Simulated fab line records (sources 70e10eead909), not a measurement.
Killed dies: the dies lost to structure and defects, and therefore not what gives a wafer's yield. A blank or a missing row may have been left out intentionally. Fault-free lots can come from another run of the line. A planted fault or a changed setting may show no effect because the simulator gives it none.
Matching of chambers -- flow nand harc -- NHARC_A_CONTACT_ETCH_48 on rie diel-03: 4 sister chambers
The step etches the open film in CF4, target depth 39 nm, time 65 s. 4 wafers are shown with their chamber, then 8 later ones without.

WAFERS, EACH WITH ITS CHAMBER
wafer,chamber,oes product au (a.u.)
L679.5,1,0.983
L681.4,3,0.993
L685.4,2,1.008
L685.5,0,1.005

WAFERS WITH NO CHAMBER GIVEN
wafer,oes product au (a.u.)
L685.6,1.007
L687.1,0.973
L687.4,1.000
L687.5,0.992
L690.4,1.012
L690.6,1.009
L691.3,1.006
L691.6,1.013

WHICH CHAMBER EACH WENT THROUGH
wafer,from the rows above,in truth
L685.6,can't be placed: 2 or 0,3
L687.1,1,1
L687.4,can't be placed: 0 or 3 or 2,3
L687.5,can't be placed: 3 or 1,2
L690.4,can't be placed: 2 or 0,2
L690.6,can't be placed: 2 or 0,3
L691.3,can't be placed: 0 or 2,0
L691.6,can't be placed: 2 or 0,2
Correctly placed: 1 of 8. From these rows, 7 cannot be placed; in 4 the true chamber is one of the candidates. Number placed wrongly: 0.
How it was worked out, from the rows above alone: a wafer's distance from a chamber is the root of the sum, over the readings, of the square of ((its reading less the chamber's mean) divided by the reading's scatter). The wafer belongs to the nearest chamber; if the next one is less than 2 further off, it can't be placed. A chamber's mean is the mean of its shown wafers. The scatter: root of mean squared gap, hidden wafer to nearest shown wafer, with one shown wafer a chamber.
